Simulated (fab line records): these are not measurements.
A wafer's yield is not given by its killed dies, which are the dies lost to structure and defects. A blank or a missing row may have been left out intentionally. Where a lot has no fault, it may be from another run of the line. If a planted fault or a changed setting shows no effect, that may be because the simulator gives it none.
Matching of chambers    flow nand harc    cmp-03 running NHARC_A_STAIRCASE_CMP_450: 4 sister chambers
The step polishes SiO2, target thk 200 nm. 7 wafers are shown with their chamber, then 7 later ones without.

## WAFERS PAIRED WITH THEIR CHAMBERS
wafer   chamber  motor current A (A)  slurry flow ml min
L087.5  0        10.7                 149.7
L088.2  2        9.6                  150.0
L090.2  1        10.6                 149.4
L090.3  3        13.3                 150.0
L090.6  3        12.6                 149.4
L091.1  1        10.0                 149.4
L091.4  0        11.1                 151.0

## WAFERS WITHOUT THEIR CHAMBER
wafer   motor current A (A)  slurry flow ml min
L091.5  10.2                 150.5
L093.3  9.6                  150.4
L093.5  12.8                 149.2
L093.6  9.6                  149.5
L097.2  9.5                  150.4
L097.3  10.5                 149.8
L097.4  11.0                 150.7

## THE CHAMBER EACH PASSED THROUGH
wafer   from the rows above           in truth
L091.5  can't be placed: 2 or 0 or 1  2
L093.3  can't be placed: 2 or 1       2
L093.5  3                             3
L093.6  can't be placed: 2 or 1       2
L097.2  can't be placed: 2 or 1       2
L097.3  can't be placed: 1 or 0 or 2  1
L097.4  0                             0
2 of 7 placed correctly. Not placeable from these rows: 5 (in 5, the candidates include the true chamber). 0 placed wrongly.
How it was worked out, from the rows above alone: a wafer's distance from a chamber is the root of the sum, over the readings, of the square of ((its reading less the chamber's mean) divided by the reading's scatter). The wafer belongs to the nearest chamber; if the next one is less than 2 further off, it can't be placed. The mean given for a chamber averages the wafers shown for that chamber. The scatter: take each reading less its chamber's mean, square it, sum over the shown wafers, divide by the number of wafers less the number of chambers, and take the root.
